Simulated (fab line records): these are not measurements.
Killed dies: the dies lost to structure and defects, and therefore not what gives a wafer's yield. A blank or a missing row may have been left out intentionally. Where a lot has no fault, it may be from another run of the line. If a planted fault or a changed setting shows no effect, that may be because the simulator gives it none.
A lot that was struck, set against a sound lot ; flow nandHarc ; 32 out of 1159 route steps
Sound: the wafers L503.1, L503.3, L503.4. Struck: wafers L505.1, L505.2, L505.6. At the end, the cause is stated.
For every step that has rows: the tool of each side, followed by ch and its chambers, followed by its first start. Under that, the readings that differ: sound wafers ; struck wafers ; difference of the means ; sigmas: that difference in standard deviations of wafers without a fault.
alike: words and numbers the same on both sides, and readings whose means are apart by under 2 such deviations; not compared: readings that were withheld, readings missing a value for some wafer, numbers with overlapping values and no deviation given by the record, and bounds like >300 which may hide the same value.
Wherever a step has rows on one side only, a row that says differs or no value, or a row with sigmas, the two part there. When numbers do not overlap yet have no deviation, they are printed without sigmas and do not part them. A reading that every wafer of one side lacks parts them only if that side has two wafers or more.

first, 5 steps without rows for these wafers: NHARC_A_ONON_D1_DEP_19 (target thk 1000 nm); NHARC_A_ONON_D1_DEP_22 (target thk 1000 nm); NHARC_A_ONON_D1_DEP_25 (target thk 1000 nm); NHARC_A_ONON_D1_DEP_28 (target thk 1000 nm); NHARC_A_ONON_D1_DEP_33 (deposits SiO2, target thk 200 nm).
NHARC_A_CHANNEL_HOLE_D1_DEP_00: deposits aC, target thk 3100 nm.
  sound on aclDep-01 ch 0, day 10 02:16; struck on aclDep-01 ch 0, day 10 19:32
  alike: throttleValvePct
then, 25 steps without rows for these wafers: NHARC_A_CHANNEL_HOLE_D1_DEP_01 (deposits SiON, target thk 140 nm); NHARC_A_CHANNEL_HOLE_D1_DEHYDRATE_02 (time 120 s); NHARC_A_CHANNEL_HOLE_D1_HMDS_03 (time 30 s); NHARC_A_CHANNEL_HOLE_D1_COAT_36 (time 75 s); NHARC_A_CHANNEL_HOLE_D1_COAT_37 (time 65 s); NHARC_A_CHANNEL_HOLE_D1_COAT_04 (resist thk 90 nm); NHARC_A_CHANNEL_HOLE_D1_SOFTBAKE_05 (time 55 s); NHARC_A_CHANNEL_HOLE_D1_EBR_06; NHARC_A_CHANNEL_HOLE_D1_EXPOSE_07 (exposes mask HOLE D1, target cd 100 nm); NHARC_A_CHANNEL_HOLE_D1_PEB_08 (peb time 65 s); NHARC_A_CHANNEL_HOLE_D1_DEVELOP_09 (develop time 35 s); NHARC_A_CHANNEL_HOLE_D1_DESCUM_15 (chemistry O2, time 3 s); NHARC_A_CHANNEL_HOLE_D1_ETCH_38 (etches the open film in CF4, target depth 39 nm, time 65 s); NHARC_A_CHANNEL_HOLE_D1_ETCH_39 (etches the open film in N2/H2, target depth 260 nm, time 325 s); NHARC_A_CHANNEL_HOLE_D1_ETCH_34 (etches the open film in CF4/CHF3, target depth 154 nm, time 77 s); NHARC_A_CHANNEL_HOLE_D1_ETCH_16 (etches the open film in O2/COS, target depth 3100 nm, time 806 s); NHARC_A_CHANNEL_HOLE_D1_ETCH_19 (etches the open film in C4F8/O2/Ar, time 34.5 s); NHARC_A_CHANNEL_HOLE_D1_ETCH_20 (etches the open film in C4F8/O2/Ar, time 361.9 s, target depth 1600 nm); NHARC_A_CHANNEL_HOLE_D1_ETCH_21 (etches the open film in C4F8/O2/Ar, time 514.3 s, target depth 1600 nm); NHARC_A_CHANNEL_HOLE_D1_ETCH_22 (etches the open film in C4F8/O2/Ar, time 666.7 s, target depth 1600 nm); NHARC_A_CHANNEL_HOLE_D1_ETCH_23 (etches the open film in C4F8/O2/Ar, time 819 s, target depth 1600 nm); NHARC_A_CHANNEL_HOLE_D1_ETCH_24 (etches the open film in C4F8/O2/Ar, time 906.2 s, target depth 1500 nm); NHARC_A_CHANNEL_HOLE_D1_ETCH_25 (etches the open film in C4F8/O2/Ar, time 1040.2 s, target depth 1500 nm); NHARC_A_CHANNEL_HOLE_D1_ETCH_26 (etches the open film in C4F8/O2/Ar, time 224.1 s, target depth 300 nm); NHARC_A_CHANNEL_HOLE_D1_ETCH_33 (etches the open film in C4F8/O2/Ar, time 90 s, target depth 400 nm).
-- break in the record here, with 11 days between the starts of the struck wafers on either side (left off in module A_CHANNEL_HOLE_D1, picked up again in module END, where the first step shown is number 1159 on the route) --
NHARC_END_SORT_01:
  sound on prober-01 ch 0, day 21 07:41; struck on prober-02 ch 0, day 21 18:39
reading;sound;struck;difference;sigmas
killedAtArray;31 30 39;673 674 674;+640;+58
killedDies;35 33 44;677 677 677;+640;+53
  alike: killedAtOther, killedAtPeriphery, killedOpen, killedShort

## WHERE THEY PART
Within this record, at NHARC_END_SORT_01 only.

WHY: what had been put in by the simulator
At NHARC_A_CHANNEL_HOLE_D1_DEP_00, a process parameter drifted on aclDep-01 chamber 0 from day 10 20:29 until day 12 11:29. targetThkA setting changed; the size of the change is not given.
